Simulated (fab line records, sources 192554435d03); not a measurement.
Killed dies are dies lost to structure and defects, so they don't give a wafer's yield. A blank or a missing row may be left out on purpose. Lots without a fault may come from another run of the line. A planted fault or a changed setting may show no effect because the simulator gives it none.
fab line records | flow n5_finfet
record lots=10 wafers=29 last_day=17
route steps=1938 shown SDB@373 BEOL_M4@1092 BEOL_M5@1116 PASSIVATION@1936
lots that met no fault: from a run of the same line without faults
start_h: hours from the record's first day to the start of the lot's first wafer shown | wait_h: hours since the lot's step before | " the same as in the row above | L1.1+2: a row that stands for several wafers | - no value, or no start given | * or withheld: withheld | < > ~ a bound
route shown NAME@n: a module of which the file shows steps, and the number in the route of the first | usual: mean/standard deviation of fault-free wafers | same: alike in all rows | chamber/n: place in a boat | sites: the reading at each site | _std_site: their standard deviation | _edge_site: outer sites' mean less inner sites' | radius_mm: how far each site lies from the wafer's centre | mask NAME#n: copy n | behind: the tool/chamber that last shaped the wafer | hold: why the lot was held/for how many hours/how that ended | device: the transistor (n, p or np) that didn't switch | end of line: the same wafers' tests at the end of the route | a step without rows: its recipe alone | killed: dies lost to structure and defects at the first sort, not the wafer's yield | map: a wafer's dies, x killed, . not, _ none there
set.NAME: the setting as run; set.NAME@STEP: as run at that earlier step | model.NAME: the simulator's own value behind a step, which no gauge read
steps of the route over a sample of lots; a table a step, a row a wafer
services: from which hour (start_h, from the record's first day; less than 0 if before it) a tool's chamber was out of use, for how many hours, and why
## steps
# step N5_SDB_ALD_29
# recipe material=SiNx target_thk_a=300 temp_c=400 ald_precursor_family=SiH2I2 ald_co_reactant=N2/H2-plasma pulse_time_s=1 ald_cycles=600 purge_time_s=2 co_reactant_purge_time_s=2 pressure_torr=2
# usual heater_power_w=885/92 precursor_pulse_height_rel=0.999/0.019
# same ald_cycles=600
# columns lot.wafer tool chamber start_h wait_h heater_power_w precursor_pulse_height_rel
L440.2 ald_sin-02 1 67.71 0.6 836 0.991
L440.3 " 2 " " 878 0.998
L441.3 ald_sin-03 1 72.06 0.0 909 0.993
L441.5 " 2 73.41 1.4 910 0.980
L441.6 " 3 " " 965 0.984
L445.3 ald_sin-03 2 96.81 0.0 885 0.974
L445.5 " 3 98.16 1.4 936 1.001
L445.6 " 0 " " 1052 0.995
L446.1 ald_sin-04 1 103.22 0.0 688 1.026
L446.4 " 3 " " 761 1.000
L446.5 " 3 104.58 1.4 753 1.008
L449.4 ald_sin-02 2 119.66 0.0 827 1.008
L449.5 " 1 121.01 1.4 862 0.971
L449.6 " 2 " " 826 0.979
L454.1 ald_sin-04 0 151.41 0.0 896 0.966
L454.2 " 2 " " 873 1.004
L454.4 " 3 " " 748 1.000
L455.1 ald_sin-02 2 160.48 0.0 832 1.007
L455.4 " 3 " " 919 0.976
L455.6 " 0 161.83 1.4 804 1.006
L458.2 ald_sin-04 2 174.47 0.0 897 0.963
L458.4 " 3 " " 770 1.020
L458.6 " 3 175.82 1.4 768 0.962
L462.2 ald_sin-04 3 199.02 0.0 748 1.019
L462.3 " 2 " " 868 1.012
L462.4 " 0 " " 913 1.017
L463.2 ald_sin-04 3 204.21 0.0 756 0.987
L463.3 " 0 " " 925 0.996
L463.6 " 0 205.57 1.4 955 0.988
# step N5_BEOL_M4_SPUTTER_88
# recipe material=Cu target_thk_a=45 temp_c=-20 chamber_pressure_pa=0.07 power_w=withheld time_s=8.29
# usual chuck_gas_flow_sccm=1.26/0.053 throttle_valve_pct=29.5/1.2
# same time_s=8.29
# columns lot.wafer tool chamber start_h wait_h chuck_gas_flow_sccm throttle_valve_pct
L440.2 pvd_sputter-02 - 154.84 0.1 1.26 28.5
L440.3 " - " " 1.26 28.9
L441.3 pvd_sputter-01 - 157.67 0.1 1.29 28.1
L441.5 " - " " 1.31 27.9
L441.6 " - " " 1.36 29.4
L445.3 pvd_sputter-02 - 185.64 0.1 1.25 30.6
L445.5 " - " " 1.28 29.1
L445.6 " - " " 1.20 28.7
L446.1 pvd_sputter-01 - 190.83 0.1 1.17 29.0
L446.4 " - " " 1.29 29.5
L446.5 " - " " 1.28 28.1
L449.4 pvd_sputter-03 - 204.17 0.1 1.27 29.7
L449.5 " - " " 1.28 32.3
L449.6 " - " " 1.20 28.8
L454.1 pvd_sputter-01 - 243.67 0.1 1.28 27.8
L454.2 " - " " 1.31 30.5
L454.4 " - " " 1.44 28.7
L455.1 pvd_sputter-03 - 254.60 0.1 1.24 30.0
L455.4 " - " " 1.29 29.2
L455.6 " - " " 1.26 29.2
L458.2 pvd_sputter-02 - 259.69 0.1 1.27 28.7
L458.4 " - " " 1.26 28.9
L458.6 " - " " 1.35 28.8
L462.2 pvd_sputter-02 - 293.33 0.1 1.27 31.0
L462.3 " - " " 1.29 28.6
L462.4 " - " " 1.23 28.6
L463.2 pvd_sputter-02 - 295.87 0.1 1.32 28.7
L463.3 " - " " 1.21 30.7
L463.6 " - " " 1.30 28.7
# step N5_BEOL_M4_SPUTTER_90
# recipe material=Cu target_thk_a=45 temp_c=-20 chamber_pressure_pa=0.07 power_w=withheld time_s=8.29
# usual chuck_gas_flow_sccm=1.26/0.054 throttle_valve_pct=29.5/1.2
# same time_s=8.29
# columns lot.wafer tool chamber start_h wait_h chuck_gas_flow_sccm throttle_valve_pct
L440.2 pvd_sputter-02 - 155.06 0.1 1.29 28.4
L440.3 " - " " 1.25 29.4
L441.3 pvd_sputter-01 - 157.89 0.1 1.31 28.1
L441.5 " - " " 1.32 28.1
L441.6 " - " " 1.40 29.5
L445.3 pvd_sputter-02 - 185.86 0.1 1.26 31.0
L445.5 " - " " 1.15 29.1
L445.6 " - " " 1.25 28.7
L446.1 pvd_sputter-01 - 191.05 0.1 1.34 28.9
L446.4 " - " " 1.33 29.8
L446.5 " - " " 1.26 28.0
L449.4 pvd_sputter-03 - 204.39 0.1 1.35 29.6
L449.5 " - " " 1.28 32.0
L449.6 " - " " 1.29 28.9
L454.1 pvd_sputter-01 - 243.89 0.1 1.21 27.9
L454.2 " - " " 1.36 30.6
L454.4 " - " " 1.19 28.9
L455.1 pvd_sputter-03 - 254.83 0.1 1.28 29.9
L455.4 " - " " 1.24 28.7
L455.6 " - " " 1.29 29.4
L458.2 pvd_sputter-02 - 259.91 0.1 1.32 28.6
L458.4 " - " " 1.26 28.6
L458.6 " - " " 1.27 28.6
L462.2 pvd_sputter-02 - 293.55 0.1 1.27 30.9
L462.3 " - " " 1.34 28.6
L462.4 " - " " 1.23 28.6
L463.2 pvd_sputter-02 - 296.09 0.1 1.15 28.8
L463.3 " - " " 1.19 31.0
L463.6 " - " " 1.24 28.5
# step N5_BEOL_M4_RC_MEAS_101
# usual CJ_P=5.79/0.19 DIBL_N=36.3/1.6 DIBL_P=36.2/2.1 IOFF_N=0.16/0.031 IOFF_P=0.21/0.034 ION_N=673/11 ION_P=461/7.4 SS_N=71.6/0.55 SS_P=73.3/0.66 VT_N=251/3.2 VT_P=-251/3.5
# columns lot.wafer tool chamber start_h wait_h CJ_P DIBL_N[mV/V] DIBL_P[mV/V] IOFF_N[nA/um] IOFF_P[nA/um] ION_N[uA/um] ION_P[uA/um] SS_N[mV/dec] SS_P[mV/dec] VT_N[mV] VT_P[mV]
L440.2 prober-02 0 157.00 0.2 6.10 36.6 35.7 0.16 0.23 678 469 72.4 73.7 250 -252
L440.3 " 0 " " 5.59 34.4 33.3 0.13 0.19 683 473 71.6 73.3 252 -250
L441.3 prober-02 0 159.98 0.3 5.74 36.3 36.0 0.14 0.21 683 471 71.0 73.8 254 -254
L441.5 " 0 " " 5.72 36.8 36.5 0.14 0.21 665 462 71.5 73.4 253 -253
L441.6 " 0 " " 5.66 38.4 37.9 0.17 0.25 676 464 71.2 74.0 250 -251
L445.3 prober-01 0 188.45 0.3 6.51 34.0 34.1 0.12 0.16 665 392 70.5 73.0 253 -256
L445.5 " 0 " " 6.39 35.5 35.9 0.15 0.17 666 385 70.8 73.2 251 -253
L445.6 " 0 " " 6.51 32.7 32.6 0.11 0.14 669 385 70.6 72.9 256 -258
L446.1 prober-01 0 192.87 0.0 5.47 39.4 39.1 0.25 0.27 681 460 72.0 74.2 244 -247
L446.4 " 0 " " 5.57 39.9 40.1 0.24 0.28 683 461 72.9 74.2 245 -247
L446.5 " 0 " " 5.93 40.0 39.6 0.26 0.28 683 464 72.5 73.5 246 -248
L449.4 prober-02 0 206.67 0.5 5.63 34.8 35.7 0.14 0.18 652 452 70.9 72.8 247 -252
L449.5 " 0 " " 5.87 36.3 37.0 0.16 0.19 679 461 71.2 73.4 250 -254
L449.6 " 0 " " 5.65 37.1 38.3 0.18 0.22 665 455 71.7 74.2 246 -250
L454.1 prober-01 0 245.71 0.0 5.75 36.4 38.2 0.18 0.25 687 474 71.8 73.9 246 -248
L454.2 " 0 " " 6.06 35.1 35.3 0.15 0.19 670 457 71.4 73.2 249 -250
L454.4 " 0 " " 5.74 38.9 40.0 0.22 0.27 682 467 72.6 74.5 246 -250
L455.1 prober-02 0 256.65 0.0 5.61 36.4 34.9 0.15 0.19 674 457 71.6 72.7 248 -251
L455.4 " 0 " " 5.80 34.2 32.6 0.12 0.16 643 451 71.2 71.4 255 -251
L455.6 " 0 " " 6.03 34.8 34.5 0.14 0.19 660 459 70.7 73.0 253 -252
L458.2 prober-01 0 261.83 0.2 5.83 37.7 38.2 0.18 0.22 687 465 71.7 73.5 249 -252
L458.4 " 0 " " 5.68 37.0 36.0 0.15 0.20 668 461 72.2 73.6 250 -255
L458.6 " 0 " " 5.96 38.1 37.4 0.19 0.23 676 464 72.0 73.1 250 -248
L462.2 prober-01 0 295.65 0.2 6.17 34.2 32.7 0.10 0.14 656 455 70.4 71.8 257 -254
L462.3 " 0 " " 5.75 37.2 37.0 0.15 0.19 667 456 71.2 72.6 251 -253
L462.4 " 0 " " 5.80 36.9 36.4 0.14 0.19 666 463 71.6 72.9 252 -255
L463.2 prober-01 0 298.01 0.2 5.74 37.9 38.5 0.19 0.23 687 466 71.7 74.6 248 -249
L463.3 " 0 " " 5.78 39.1 41.1 0.23 0.28 697 472 73.3 74.0 245 -248
L463.6 " 0 " " 6.14 39.1 41.7 0.25 0.29 708 478 72.5 74.3 243 -248
# step N5_BEOL_M5_HM_DEP_02
# recipe material=TiN target_thk_a=200 temp_c=25 chamber_pressure_pa=0.49996
# usual throttle_valve_pct=29.5/1.1
# columns lot.wafer tool chamber start_h wait_h throttle_valve_pct
L440.2 pvd_sputter-01 - 159.09 0.6 27.8
L440.3 " - " " 30.5
L441.3 pvd_sputter-02 - 162.65 1.4 28.8
L441.5 " - " " 30.9
L441.6 " - " " 28.7
L445.3 pvd_sputter-03 - 190.86 1.1 29.9
L445.5 " - " " 29.8
L445.6 " - " " 29.5
L446.1 pvd_sputter-01 - 195.53 0.6 29.7
L446.4 " - " " 28.9
L446.5 " - " " 28.9
L449.4 pvd_sputter-01 - 208.81 0.5 30.4
L449.5 " - " " 28.8
L449.6 " - " " 29.9
L454.1 pvd_sputter-03 - 249.27 2.0 29.8
L454.2 " - " " 29.5
L454.4 " - " " 28.7
L455.1 pvd_sputter-03 - 258.90 0.7 29.8
L455.4 " - " " 28.6
L455.6 " - " " 28.7
L458.2 pvd_sputter-03 - 264.06 0.8 32.4
L458.4 " - " " 29.7
L458.6 " - " " 30.0
L462.2 pvd_sputter-02 - 298.01 0.9 30.8
L462.3 " - " " 28.8
L462.4 " - " " 28.7
L463.2 pvd_sputter-01 - 300.15 0.7 28.1
L463.3 " - " " 30.5
L463.6 " - " " 28.8
# step N5_PASSIVATION_PROBE_49
# usual defect_limited_yield=91.5/1.5 killed_at_M0_to_M3=32/9.4 killed_at_M4_up=12/5.1 killed_at_contacts=11/7.4 killed_at_front_end=41/11 killed_at_other=3.4/2.5 killed_dies=100/17 killed_open=65/14 killed_short=33/7 sort_bin_4_leakage=0.00/0.01 sort_bin_5_function=4.9/0.96 sort_bin_6_memory=3.1/0.7 sort_bin_8_speed=0.00/0.01 sort_n_pass=1080/17 sort_yield_pct=91.5/1.5
# same gross_dies=1180 killed_at_back_side=0
# columns lot.wafer tool chamber start_h wait_h defect_limited_yield[%] killed_at_M0_to_M3 killed_at_M4_up killed_at_contacts killed_at_front_end killed_at_other killed_dies killed_open killed_short sort_bin_4_leakage[%] sort_bin_5_function[%] sort_bin_6_memory[%] sort_bin_8_speed[%] sort_n_pass sort_yield_pct[%]
L445.3 prober-01 - 285.71 0.1 87.6 27 12 42 61 4 146 102 37 0 7.2 3.9 87.63 0 0
L445.5 prober-01 - 285.81 0.2 90.0 33 17 21 39 8 118 91 20 0 5.5 3.7 90.00 0 0
L445.6 prober-01 - 285.86 0.3 88.6 38 17 34 39 7 135 83 44 0 5.8 4.5 88.56 0 0
L454.1 prober-02 - 339.74 0.0 91.7 40 15 6 30 7 98 67 30 0 5.1 2.9 0 1082 91.7
L454.2 prober-02 - 339.79 0.1 91.5 26 15 7 51 1 100 65 35 0 6.0 2.3 0 1080 91.5
L454.4 prober-02 - 339.89 0.2 91.4 28 8 14 51 1 102 68 33 0 4.9 3.4 0 1078 91.4
L458.2 prober-01 - 351.85 0.1 90.9 25 6 16 55 5 107 73 26 0 3.9 4.3 0 1073 90.9
L458.4 prober-01 - 351.95 0.2 90.4 33 11 19 49 1 113 68 37 0 4.8 3.6 0 1067 90.4
L458.6 prober-01 - 352.05 0.3 91.1 32 7 16 46 4 105 66 35 0 5.0 3.1 0 1075 91.1
L462.2 prober-02 - 388.78 0.1 92.4 30 16 3 35 6 90 70 19 0 5.1 2.5 0 1090 92.4
L462.3 prober-02 - 388.83 0.1 91.3 44 8 16 31 4 103 77 26 0 5.3 3.1 0 1077 91.3
L462.4 prober-02 - 388.88 0.2 91.7 31 11 7 42 7 98 64 26 0 4.9 2.5 0 1082 91.7
# killed by level:class
L445.3 MOL_CONTACT_COAG:geometric_particle:open=31 STI_FIN_REVEAL:geometric_particle:open=13 MOL_CONTACT_COAG:geometric_particle:short=11 DUMMY_GATE:geometric_particle:open=9 GATE_CUT:geometric_particle:short=7 SDB:area_ald=7 FIN_SAQP:geometric_particle:open=6 BEOL_M3:geometric_particle:open=6
L445.5 MOL_CONTACT_COAG:geometric_particle:open=21 STI_FIN_REVEAL:geometric_particle:open=17 BEOL_M3:geometric_particle:open=11 BEOL_M4:geometric_particle:open=10 BEOL_M0_SAQP:geometric_particle:short=6 BEOL_M0_SAQP:geometric_particle:open=6 BEOL_M2:geometric_particle:open=6 SDB:area_ald=6
L445.6 MOL_CONTACT_COAG:geometric_particle:open=21 MOL_CONTACT_COAG:geometric_particle:short=13 BEOL_M0_SAQP:geometric_particle:short=12 BEOL_M2:geometric_particle:open=11 BEOL_M0_SAQP:geometric_particle:open=8 SDB:area_ald=8 STI_FIN_REVEAL:geometric_particle:open=7 BEOL_M4:geometric_particle:open=6
L454.1 BEOL_M0_SAQP:geometric_particle:short=12 BEOL_M0_SAQP:geometric_particle:open=12 BEOL_M1:geometric_particle:open=7 BEOL_M4:geometric_particle:open=6 PASS1_DEP:geometric_particle:open=6 DUMMY_GATE:geometric_particle:open=5 MOL_CONTACT_COAG:geometric_particle:open=5 BEOL_M3:geometric_particle:open=5
L454.2 STI_FIN_REVEAL:geometric_particle:open=14 FIN_SAQP:geometric_particle:short=12 BEOL_M0_SAQP:geometric_particle:short=8 BEOL_M0_SAQP:geometric_particle:open=8 FIN_SAQP:geometric_particle:open=7 MOL_CONTACT_COAG:geometric_particle:open=5 DUMMY_GATE:geometric_particle:open=4 GATE_CUT:geometric_particle:open=4
L454.4 FIN_SAQP:geometric_particle:open=15 MOL_CONTACT_COAG:geometric_particle:open=13 FIN_SAQP:geometric_particle:short=10 BEOL_M0_SAQP:geometric_particle:open=9 STI_FIN_REVEAL:geometric_particle:open=4 DUMMY_GATE:geometric_particle:open=4 BEOL_M2:geometric_particle:open=4 BEOL_M0_SAQP:geometric_particle:short=3
L458.2 FIN_SAQP:geometric_particle:open=15 MOL_CONTACT_COAG:geometric_particle:open=13 BEOL_M3:geometric_particle:open=12 FIN_SAQP:geometric_particle:short=8 HKMG_FIN:area_etch=7 STI_FIN_REVEAL:geometric_particle:open=6 BEOL_M2:geometric_particle:open=5 GATE_CUT:geometric_particle:open=4
L458.4 MOL_CONTACT_COAG:geometric_particle:open=14 FIN_SAQP:geometric_particle:short=11 BEOL_M2:geometric_particle:open=8 HKMG_FIN:area_etch=8 STI_FIN_REVEAL:geometric_particle:open=7 BEOL_M3:geometric_particle:open=7 MOL_CONTACT_COAG:geometric_particle:short=5 BEOL_M0_SAQP:geometric_particle:short=5
L458.6 STI_FIN_REVEAL:geometric_particle:open=20 MOL_CONTACT_COAG:geometric_particle:open=11 BEOL_M0_SAQP:geometric_particle:short=10 BEOL_M0_SAQP:geometric_particle:open=8 GATE_CUT:geometric_particle:short=5 MOL_CONTACT_COAG:geometric_particle:short=5 BEOL_M3:geometric_particle:open=5 FIN_SAQP:geometric_particle:open=3
L462.2 STI_FIN_REVEAL:geometric_particle:open=8 BEOL_M1:geometric_particle:open=8 BEOL_M3:geometric_particle:open=6 BEOL_M4:geometric_particle:open=6 DUMMY_GATE:geometric_particle:open=5 BEOL_M0_SAQP:geometric_particle:open=5 STARTING-WAFER:geometric_particle:open=5 FIN_SAQP:geometric_particle:open=4
L462.3 MOL_CONTACT_COAG:geometric_particle:open=15 BEOL_M0_SAQP:geometric_particle:short=10 BEOL_M3:geometric_particle:open=10 GATE_CUT:geometric_particle:open=7 GATE_CUT:geometric_particle:short=7 BEOL_M1:geometric_particle:open=7 FIN_SAQP:geometric_particle:open=6 BEOL_M0_SAQP:geometric_particle:open=6
L462.4 BEOL_M2:geometric_particle:open=13 STI_FIN_REVEAL:geometric_particle:open=10 BEOL_M3:geometric_particle:open=7 GATE_CUT:geometric_particle:short=6 MOL_CONTACT_COAG:geometric_particle:open=6 BEOL_M0_SAQP:geometric_particle:open=6 BEOL_M4:geometric_particle:open=6 HKMG_FIN:area_etch=6
## services
# columns tool chamber start_h hours kind
ald_sin-04 - 47.09 0.7 repair
ald_sin-02 - 85.44 14.0 pm
ald_sin-02 0 104.27 2.5 repair
ald_sin-04 - 115.50 6.1 pm
pvd_sputter-03 - 116.95 1.2 repair
ald_sin-03 0 150.53 8.9 repair
ald_sin-04 - 177.17 14.0 pm
ald_sin-04 0 177.17 14.0 vent_cycle
ald_sin-04 1 177.17 14.0 vent_cycle
ald_sin-04 2 177.17 14.0 vent_cycle
ald_sin-04 3 177.17 14.0 vent_cycle
ald_sin-04 0 191.17 - clean
ald_sin-04 1 191.17 - clean
ald_sin-04 2 191.17 - clean
ald_sin-02 - 207.28 6.1 pm
ald_sin-04 2 230.19 1.8 repair
ald_sin-02 3 256.96 3.4 repair
ald_sin-03 3 257.28 54.2 repair
ald_sin-03 0 265.29 12.3 repair
ald_sin-03 - 267.49 2.8 pm
ald_sin-02 3 270.52 5.6 repair
ald_sin-02 2 271.81 4.5 repair
pvd_sputter-02 - 284.61 5.1 repair
ald_sin-02 - 299.89 28.1 pm
## key
first_sign step=N5_BEOL_M4_RC_MEAS_101 reading=ION_P direction=down sigmas=10 usual=461 struck=387
effect step=N5_BEOL_M4_RC_MEAS_101 reading=CJ_P direction=up sigmas=3.6 usual=5.79 struck=6.47
effect step=N5_PASSIVATION_PROBE_49 reading=sort_bin_8_speed direction=up sigmas=99+ usual=0.00 struck=88.73
met_at N5_SDB_ALD_29
struck_lots L445
not_acting_at N5_BEOL_M4_SPUTTER_88,N5_BEOL_M4_SPUTTER_90,N5_BEOL_M5_HM_DEP_02
onset_between 72.06 96.81
earlier_fault kind=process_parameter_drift tool=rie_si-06 chamber=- onset_h=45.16 steps=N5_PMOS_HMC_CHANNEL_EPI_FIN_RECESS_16 channel=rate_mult offset=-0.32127 shape=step
fault kind=site_profile_drift tool=ald_sin-03 chamber=- onset_h=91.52 steps=N5_SDB_ALD_29 basis=fraction max_abs_drift=0.40603 slope_share_per_hr=90.229 site_pattern=0,0,0,0,0,-1,-1,-1,-1
